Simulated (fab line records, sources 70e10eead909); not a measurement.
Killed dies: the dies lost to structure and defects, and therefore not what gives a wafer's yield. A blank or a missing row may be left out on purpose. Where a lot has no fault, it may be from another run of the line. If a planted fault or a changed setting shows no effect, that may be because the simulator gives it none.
Which of the tools did it? || flow nand-harc || 13 lots with 39 wafers sampled at 5 steps, on a route of 1159 steps

== WHAT THE GAUGES SHOWED, per wafer ==
NHARC_END_SORT_01. Usual: killed-at-array 26, standard deviation 10; killed-at-other 0.5, standard deviation 0.87; killed-at-periphery 3.0, standard deviation 2.5; killed-dies 29, standard deviation 11; killed-open 3.3, standard deviation 1.9; killed-short 1.8, standard deviation 1.5.
{"lot": "L385", "measured": "day 19 07:11", "on": "prober-02", "killed-at-array": "12 11 18", "killed-at-other": "0 0 0", "killed-at-periphery": "3 3 1", "killed-dies": "15 14 19", "killed-open": "3 1 10", "killed-short": "2 2 2", "flag": ""}
{"lot": "L387", "measured": "day 19 20:32", "on": "prober-02", "killed-at-array": "7 12 16", "killed-at-other": "0 1 0", "killed-at-periphery": "0 3 1", "killed-dies": "7 16 17", "killed-open": "3 2 8", "killed-short": "1 3 4", "flag": ""}
{"lot": "L389", "measured": "day 20 08:04", "on": "prober-02", "killed-at-array": "28 30 35", "killed-at-other": "1 0 1", "killed-at-periphery": "2 3 2", "killed-dies": "31 33 38", "killed-open": "4 2 2", "killed-short": "0 1 0", "flag": ""}
{"lot": "L390", "measured": "day 20 15:47", "on": "prober-02", "killed-at-array": "19 17 19", "killed-at-other": "1 0 0", "killed-at-periphery": "4 5 5", "killed-dies": "24 22 24", "killed-open": "3 4 4", "killed-short": "2 1 1", "flag": ""}
{"lot": "L392", "measured": "day 21 03:38", "on": "prober-01", "killed-at-array": "29 24 27", "killed-at-other": "0 1 1", "killed-at-periphery": "0 0 1", "killed-dies": "29 25 29", "killed-open": "4 2 7", "killed-short": "0 4 1", "flag": ""}
{"lot": "L394", "measured": "day 21 11:18", "on": "prober-01", "killed-at-array": "22 21 29", "killed-at-other": "0 5 0", "killed-at-periphery": "3 2 5", "killed-dies": "25 28 34", "killed-open": "2 5 3", "killed-short": "2 2 3", "flag": ""}
{"lot": "L395", "measured": "day 21 21:32", "on": "prober-02", "killed-at-array": "41 32 38", "killed-at-other": "0 1 0", "killed-at-periphery": "2 1 1", "killed-dies": "43 34 39", "killed-open": "7 5 1", "killed-short": "0 0 0", "flag": ""}
{"lot": "L396", "measured": "day 22 08:18", "on": "prober-01", "killed-at-array": "15 23 23", "killed-at-other": "1 0 1", "killed-at-periphery": "5 4 3", "killed-dies": "21 27 27", "killed-open": "4 3 7", "killed-short": "1 0 3", "flag": ""}
{"lot": "L402", "measured": "day 24 05:56", "on": "prober-01", "killed-at-array": "32 32 30", "killed-at-other": "1 0 1", "killed-at-periphery": "4 4 2", "killed-dies": "37 36 33", "killed-open": "2 4 6", "killed-short": "5 2 0", "flag": ""}
{"lot": "L405", "measured": "day 24 06:40", "on": "prober-02", "killed-at-array": "9 14 11", "killed-at-other": "0 0 0", "killed-at-periphery": "2 3 2", "killed-dies": "11 17 13", "killed-open": "3 0 3", "killed-short": "1 5 0", "flag": ""}
{"lot": "L407", "measured": "day 24 22:22", "on": "prober-02", "killed-at-array": "28 34 46", "killed-at-other": "0 1 2", "killed-at-periphery": "1 2 1", "killed-dies": "29 37 49", "killed-open": "2 1 4", "killed-short": "0 5 4", "flag": ""}
{"lot": "L406", "measured": "day 24 23:58", "on": "prober-01", "killed-at-array": "21 27 18", "killed-at-other": "1 1 2", "killed-at-periphery": "6 9 5", "killed-dies": "28 37 25", "killed-open": "3 4 0", "killed-short": "3 1 3", "flag": ""}
{"lot": "L408", "measured": "day 25 06:12", "on": "prober-01", "killed-at-array": "52 36 44", "killed-at-other": "0 0 0", "killed-at-periphery": "2 1 3", "killed-dies": "54 37 47", "killed-open": "1 0 5", "killed-short": "1 1 3", "flag": ""}

== WHICH TOOL RAN EACH LOT (tool, then ch and the chambers of the sampled wafers, then the start) ==
{"lot": "L385", "NHARC_A_WL_FILL_ALD_00": "ald-hk-01 ch 0,1,3, day 14 20:22", "NHARC_A_WL_FILL_RTA_01": "rtp-anneal-01 ch 0, day 14 20:47", "NHARC_A_WL_FILL_ETCHBACK_04": "rie-metal-02 ch 0,1, day 15 01:20", "NHARC_A_WL_FILL_ETCHBACK_26": "rie-si-05 ch 0,1,2, day 15 20:44"}
{"lot": "L387", "NHARC_A_WL_FILL_ALD_00": "ald-hk-04 ch 0,1,2, day 15 00:01", "NHARC_A_WL_FILL_RTA_01": "rtp-anneal-02 ch 0, day 15 00:26", "NHARC_A_WL_FILL_ETCHBACK_04": "rie-metal-03 ch 0,1, day 15 10:58", "NHARC_A_WL_FILL_ETCHBACK_26": "rie-si-01 ch 0,1,2, day 16 03:07"}
{"lot": "L389", "NHARC_A_WL_FILL_ALD_00": "ald-hk-01 ch 0,2, day 15 22:34", "NHARC_A_WL_FILL_RTA_01": "rtp-anneal-01 ch 0, day 15 22:52", "NHARC_A_WL_FILL_ETCHBACK_04": "rie-metal-01 ch 0,1, day 16 06:17", "NHARC_A_WL_FILL_ETCHBACK_26": "rie-si-04 ch 1,2, day 16 22:33"}
{"lot": "L390", "NHARC_A_WL_FILL_ALD_00": "ald-hk-02 ch 0,2,3, day 15 22:50", "NHARC_A_WL_FILL_RTA_01": "rtp-anneal-01 ch 0, day 15 23:04", "NHARC_A_WL_FILL_ETCHBACK_04": "rie-metal-02 ch 0,1, day 16 09:07", "NHARC_A_WL_FILL_ETCHBACK_26": "rie-si-05 ch 2,3, day 17 01:33"}
{"lot": "L392", "NHARC_A_WL_FILL_ALD_00": "ald-hk-04 ch 1,2,3, day 16 03:52", "NHARC_A_WL_FILL_RTA_01": "rtp-anneal-01 ch 0, day 16 04:14", "NHARC_A_WL_FILL_ETCHBACK_04": "rie-metal-02 ch 0,1, day 16 13:38", "NHARC_A_WL_FILL_ETCHBACK_26": "rie-si-04 ch 0,1,3, day 17 05:12"}
{"lot": "L394", "NHARC_A_WL_FILL_ALD_00": "ald-hk-04 ch 0,1, day 17 02:35", "NHARC_A_WL_FILL_RTA_01": "rtp-anneal-02 ch 0, day 17 02:52", "NHARC_A_WL_FILL_ETCHBACK_04": "rie-metal-02 ch 0,1, day 17 13:30", "NHARC_A_WL_FILL_ETCHBACK_26": "rie-si-05 ch 0,1,3, day 18 04:16"}
{"lot": "L395", "NHARC_A_WL_FILL_ALD_00": "ald-hk-02 ch 0,1, day 17 16:13", "NHARC_A_WL_FILL_RTA_01": "rtp-anneal-01 ch 0, day 17 16:41", "NHARC_A_WL_FILL_ETCHBACK_04": "rie-metal-02 ch 0,1, day 17 23:56", "NHARC_A_WL_FILL_ETCHBACK_26": "rie-si-04 ch 0,1, day 18 12:46"}
{"lot": "L396", "NHARC_A_WL_FILL_ALD_00": "ald-hk-02 ch 0,1,3, day 17 21:19", "NHARC_A_WL_FILL_RTA_01": "rtp-anneal-02 ch 0, day 17 21:34", "NHARC_A_WL_FILL_ETCHBACK_04": "rie-metal-01 ch 0,1, day 18 04:55", "NHARC_A_WL_FILL_ETCHBACK_26": "rie-si-01 ch 1,2, day 18 20:40"}
{"lot": "L402", "NHARC_A_WL_FILL_ALD_00": "ald-hk-04 ch 0,1,2, day 19 06:19", "NHARC_A_WL_FILL_RTA_01": "rtp-anneal-01 ch 0, day 19 06:36", "NHARC_A_WL_FILL_ETCHBACK_04": "rie-metal-03 ch 0,1, day 19 11:21", "NHARC_A_WL_FILL_ETCHBACK_26": "rie-si-01 ch 0,1,2, day 20 05:49"}
{"lot": "L405", "NHARC_A_WL_FILL_ALD_00": "ald-hk-04 ch 1,2,3, day 19 21:08", "NHARC_A_WL_FILL_RTA_01": "rtp-anneal-02 ch 0, day 19 21:26", "NHARC_A_WL_FILL_ETCHBACK_04": "rie-metal-01 ch 0,1, day 20 04:14", "NHARC_A_WL_FILL_ETCHBACK_26": "rie-si-01 ch 0,2,3, day 20 21:24"}
{"lot": "L407", "NHARC_A_WL_FILL_ALD_00": "ald-hk-01 ch 0,1,2, day 20 11:08", "NHARC_A_WL_FILL_RTA_01": "rtp-anneal-01 ch 0, day 20 11:21", "NHARC_A_WL_FILL_ETCHBACK_04": "rie-metal-03 ch 0,1, day 20 16:29", "NHARC_A_WL_FILL_ETCHBACK_26": "rie-si-05 ch 0,3, day 21 08:34"}
{"lot": "L406", "NHARC_A_WL_FILL_ALD_00": "ald-hk-04 ch 0,3, day 20 11:09", "NHARC_A_WL_FILL_RTA_01": "rtp-anneal-02 ch 0, day 20 11:37", "NHARC_A_WL_FILL_ETCHBACK_04": "rie-metal-03 ch 0,1, day 20 19:24", "NHARC_A_WL_FILL_ETCHBACK_26": "rie-si-04 ch 0,2,3, day 21 08:35"}
{"lot": "L408", "NHARC_A_WL_FILL_ALD_00": "ald-hk-01 ch 1,2,3, day 20 17:43", "NHARC_A_WL_FILL_RTA_01": "rtp-anneal-02 ch 0, day 20 17:59", "NHARC_A_WL_FILL_ETCHBACK_04": "rie-metal-01 ch 0,1, day 20 23:44", "NHARC_A_WL_FILL_ETCHBACK_26": "rie-si-05 ch 0,2,3, day 21 15:31"}
- NHARC_A_WL_FILL_ALD_00: deposits Al2O3, target thk 3 nm, pulse time 3 s, ald cycles 30.
- NHARC_A_WL_FILL_RTA_01: time 5 s.
- NHARC_A_WL_FILL_ETCHBACK_04: etches the open film in NF3, target depth 60 nm, time 120 s.
- NHARC_A_WL_FILL_ETCHBACK_26: etches the open film in HBr, target depth 52 nm, time 13.3 s.

== AS READ BY THE TOOLS THEMSELVES (means over the sampled wafers that have a number; for cases with no such wafer, the mark the record gives instead) ==
NHARC_A_WL_FILL_ALD_00. Usual: heater-power-w 462 W, standard deviation 33; precursor-pulse-height-rel 0.999, standard deviation 0.018.
{"lot": "L385", "tool": "ald-hk-01", "heater-power-w (W)": 444, "precursor-pulse-height-rel": 0.997, "flag": ""}
{"lot": "L387", "tool": "ald-hk-04", "heater-power-w (W)": 461, "precursor-pulse-height-rel": 0.995, "flag": ""}
{"lot": "L389", "tool": "ald-hk-01", "heater-power-w (W)": 475, "precursor-pulse-height-rel": 0.983, "flag": ""}
{"lot": "L390", "tool": "ald-hk-02", "heater-power-w (W)": 470, "precursor-pulse-height-rel": 1.001, "flag": ""}
{"lot": "L392", "tool": "ald-hk-04", "heater-power-w (W)": 457, "precursor-pulse-height-rel": 0.995, "flag": ""}
{"lot": "L394", "tool": "ald-hk-04", "heater-power-w (W)": 489, "precursor-pulse-height-rel": 1.008, "flag": ""}
{"lot": "L395", "tool": "ald-hk-02", "heater-power-w (W)": 445, "precursor-pulse-height-rel": 0.994, "flag": ""}
{"lot": "L396", "tool": "ald-hk-02", "heater-power-w (W)": 443, "precursor-pulse-height-rel": 0.993, "flag": ""}
{"lot": "L402", "tool": "ald-hk-04", "heater-power-w (W)": 481, "precursor-pulse-height-rel": 0.978, "flag": ""}
{"lot": "L405", "tool": "ald-hk-04", "heater-power-w (W)": 470, "precursor-pulse-height-rel": 0.993, "flag": ""}
{"lot": "L407", "tool": "ald-hk-01", "heater-power-w (W)": 451, "precursor-pulse-height-rel": 0.991, "flag": ""}
{"lot": "L406", "tool": "ald-hk-04", "heater-power-w (W)": 501, "precursor-pulse-height-rel": 1.024, "flag": ""}
{"lot": "L408", "tool": "ald-hk-01", "heater-power-w (W)": 424, "precursor-pulse-height-rel": 0.981, "flag": ""}

NHARC_A_WL_FILL_RTA_01. Usual: lamp-power-pct 30.9 %, standard deviation 0.78; wafer_temp_C_max 1004.6, standard deviation 1.4.
{"lot": "L385", "tool": "rtp-anneal-01", "lamp-power-pct (%)": 30.2, "wafer_temp_C_max": 1003.5, "flag": ""}
{"lot": "L387", "tool": "rtp-anneal-02", "lamp-power-pct (%)": 31.8, "wafer_temp_C_max": 1006.1, "flag": ""}
{"lot": "L389", "tool": "rtp-anneal-01", "lamp-power-pct (%)": 30.2, "wafer_temp_C_max": 1004.5, "flag": ""}
{"lot": "L390", "tool": "rtp-anneal-01", "lamp-power-pct (%)": 30.2, "wafer_temp_C_max": 1003.2, "flag": ""}
{"lot": "L392", "tool": "rtp-anneal-01", "lamp-power-pct (%)": 30.1, "wafer_temp_C_max": 1003.2, "flag": ""}
{"lot": "L394", "tool": "rtp-anneal-02", "lamp-power-pct (%)": 31.8, "wafer_temp_C_max": 1005.7, "flag": ""}
{"lot": "L395", "tool": "rtp-anneal-01", "lamp-power-pct (%)": 30.2, "wafer_temp_C_max": 1004.9, "flag": ""}
{"lot": "L396", "tool": "rtp-anneal-02", "lamp-power-pct (%)": 31.7, "wafer_temp_C_max": 1005.9, "flag": ""}
{"lot": "L402", "tool": "rtp-anneal-01", "lamp-power-pct (%)": 30.2, "wafer_temp_C_max": 1004.1, "flag": ""}
{"lot": "L405", "tool": "rtp-anneal-02", "lamp-power-pct (%)": 31.7, "wafer_temp_C_max": 1005.9, "flag": ""}
{"lot": "L407", "tool": "rtp-anneal-01", "lamp-power-pct (%)": 30.2, "wafer_temp_C_max": 1003.3, "flag": ""}
{"lot": "L406", "tool": "rtp-anneal-02", "lamp-power-pct (%)": 31.7, "wafer_temp_C_max": 1006.1, "flag": ""}
{"lot": "L408", "tool": "rtp-anneal-02", "lamp-power-pct (%)": 31.7, "wafer_temp_C_max": 1004.6, "flag": ""}

NHARC_A_WL_FILL_ETCHBACK_04. Usual: drypump-motor-current-A 5.93 A, standard deviation 0.28; oes-product-au 0.998 a.u., standard deviation 0.0094.
{"lot": "L385", "tool": "rie-metal-02", "drypump-motor-current-A (A)": 6.02, "oes-product-au (a.u.)": 0.993, "flag": ""}
{"lot": "L387", "tool": "rie-metal-03", "drypump-motor-current-A (A)": 6.00, "oes-product-au (a.u.)": 0.997, "flag": ""}
{"lot": "L389", "tool": "rie-metal-01", "drypump-motor-current-A (A)": 5.92, "oes-product-au (a.u.)": 1.003, "flag": ""}
{"lot": "L390", "tool": "rie-metal-02", "drypump-motor-current-A (A)": 5.73, "oes-product-au (a.u.)": 0.979, "flag": ""}
{"lot": "L392", "tool": "rie-metal-02", "drypump-motor-current-A (A)": 6.02, "oes-product-au (a.u.)": 0.987, "flag": ""}
{"lot": "L394", "tool": "rie-metal-02", "drypump-motor-current-A (A)": 6.02, "oes-product-au (a.u.)": 0.994, "flag": ""}
{"lot": "L395", "tool": "rie-metal-02", "drypump-motor-current-A (A)": 6.05, "oes-product-au (a.u.)": 1.003, "flag": ""}
{"lot": "L396", "tool": "rie-metal-01", "drypump-motor-current-A (A)": 5.97, "oes-product-au (a.u.)": 1.010, "flag": ""}
{"lot": "L402", "tool": "rie-metal-03", "drypump-motor-current-A (A)": 5.97, "oes-product-au (a.u.)": 0.997, "flag": ""}
{"lot": "L405", "tool": "rie-metal-01", "drypump-motor-current-A (A)": 6.00, "oes-product-au (a.u.)": 1.000, "flag": ""}
{"lot": "L407", "tool": "rie-metal-03", "drypump-motor-current-A (A)": 5.95, "oes-product-au (a.u.)": 1.005, "flag": ""}
{"lot": "L406", "tool": "rie-metal-03", "drypump-motor-current-A (A)": 5.98, "oes-product-au (a.u.)": 1.004, "flag": ""}
{"lot": "L408", "tool": "rie-metal-01", "drypump-motor-current-A (A)": 5.91, "oes-product-au (a.u.)": 1.000, "flag": ""}

NHARC_A_WL_FILL_ETCHBACK_26. Usual: drypump-motor-current-A 5.9 A, standard deviation 0.36; hbr-flow-sccm 150.0 sccm, standard deviation 0.45; oes-product-au 0.997 a.u., standard deviation 0.0094; throttle-valve-pct 23.265 %, standard deviation 0.0097.
{"lot": "L385", "tool": "rie-si-05", "drypump-motor-current-A (A)": 5.7, "hbr-flow-sccm (sccm)": 149.9, "oes-product-au (a.u.)": 1.006, "throttle-valve-pct (%)": 23.257, "flag": ""}
{"lot": "L387", "tool": "rie-si-01", "drypump-motor-current-A (A)": 6.0, "hbr-flow-sccm (sccm)": 150.3, "oes-product-au (a.u.)": 0.994, "throttle-valve-pct (%)": 23.274, "flag": ""}
{"lot": "L389", "tool": "rie-si-04", "drypump-motor-current-A (A)": 6.1, "hbr-flow-sccm (sccm)": 149.5, "oes-product-au (a.u.)": 1.006, "throttle-valve-pct (%)": 23.273, "flag": ""}
{"lot": "L390", "tool": "rie-si-05", "drypump-motor-current-A (A)": 6.0, "hbr-flow-sccm (sccm)": 150.1, "oes-product-au (a.u.)": 0.998, "throttle-valve-pct (%)": 23.262, "flag": ""}
{"lot": "L392", "tool": "rie-si-04", "drypump-motor-current-A (A)": 5.6, "hbr-flow-sccm (sccm)": 150.1, "oes-product-au (a.u.)": 0.997, "throttle-valve-pct (%)": 23.269, "flag": ""}
{"lot": "L394", "tool": "rie-si-05", "drypump-motor-current-A (A)": 5.9, "hbr-flow-sccm (sccm)": 149.8, "oes-product-au (a.u.)": 1.003, "throttle-valve-pct (%)": 23.260, "flag": ""}
{"lot": "L395", "tool": "rie-si-04", "drypump-motor-current-A (A)": 5.9, "hbr-flow-sccm (sccm)": 150.1, "oes-product-au (a.u.)": 0.989, "throttle-valve-pct (%)": 23.266, "flag": ""}
{"lot": "L396", "tool": "rie-si-01", "drypump-motor-current-A (A)": 6.2, "hbr-flow-sccm (sccm)": 150.4, "oes-product-au (a.u.)": 1.001, "throttle-valve-pct (%)": 23.268, "flag": ""}
{"lot": "L402", "tool": "rie-si-01", "drypump-motor-current-A (A)": 6.0, "hbr-flow-sccm (sccm)": 149.8, "oes-product-au (a.u.)": 0.956, "throttle-valve-pct (%)": 23.267, "flag": "OFF"}
{"lot": "L405", "tool": "rie-si-01", "drypump-motor-current-A (A)": 5.9, "hbr-flow-sccm (sccm)": 150.0, "oes-product-au (a.u.)": 0.951, "throttle-valve-pct (%)": 23.262, "flag": "OFF"}
{"lot": "L407", "tool": "rie-si-05", "drypump-motor-current-A (A)": 6.1, "hbr-flow-sccm (sccm)": 149.7, "oes-product-au (a.u.)": 1.004, "throttle-valve-pct (%)": 23.268, "flag": ""}
{"lot": "L406", "tool": "rie-si-04", "drypump-motor-current-A (A)": 5.6, "hbr-flow-sccm (sccm)": 150.0, "oes-product-au (a.u.)": 1.002, "throttle-valve-pct (%)": 23.260, "flag": ""}
{"lot": "L408", "tool": "rie-si-05", "drypump-motor-current-A (A)": 5.9, "hbr-flow-sccm (sccm)": 150.2, "oes-product-au (a.u.)": 0.997, "throttle-valve-pct (%)": 23.260, "flag": ""}

== THE ANSWER, worked out from the rows above alone ==
Rule: take the mean of a lot's wafers that have a number; if it is more than 3 standard deviations from the usual mean, the lot is off. Also off: a lot with no number at a reading for which 4 or more lots have one. All remaining lots with rows at the step are treated as sound. First the gauges in route order, then the tools' own readings, where a lot's mean is used as printed above. The first step at which some lot is off is used, and at that step the reading that is off furthest; a lot without a number counts as furthest.
Off: L402, L405, at NHARC_A_WL_FILL_ETCHBACK_26 (oes-product-au).
A tool fits if, at that step or a process step before it, it ran every lot that is off, and no sound lot after the first of them. One fits: rie-si-01 at NHARC_A_WL_FILL_ETCHBACK_26. A fault onset in the window from L396 (day 18 20:40, its last sound lot) to L402 (day 20 05:49, its first lot off) fits.
The tool's own readings at NHARC_A_WL_FILL_ETCHBACK_26 bear it out: on the lots that are off they differ by more than 5 times the standard deviation of the sound lots' means. oes-product-au reads 0.954 a.u. there against 1.000 a.u. on the sound lots.

== WHAT WAS PUT IN BY THE SIMULATOR ==
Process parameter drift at NHARC_A_WL_FILL_ETCHBACK_26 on rie-si-01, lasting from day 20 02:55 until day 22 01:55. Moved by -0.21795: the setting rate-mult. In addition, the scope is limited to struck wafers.
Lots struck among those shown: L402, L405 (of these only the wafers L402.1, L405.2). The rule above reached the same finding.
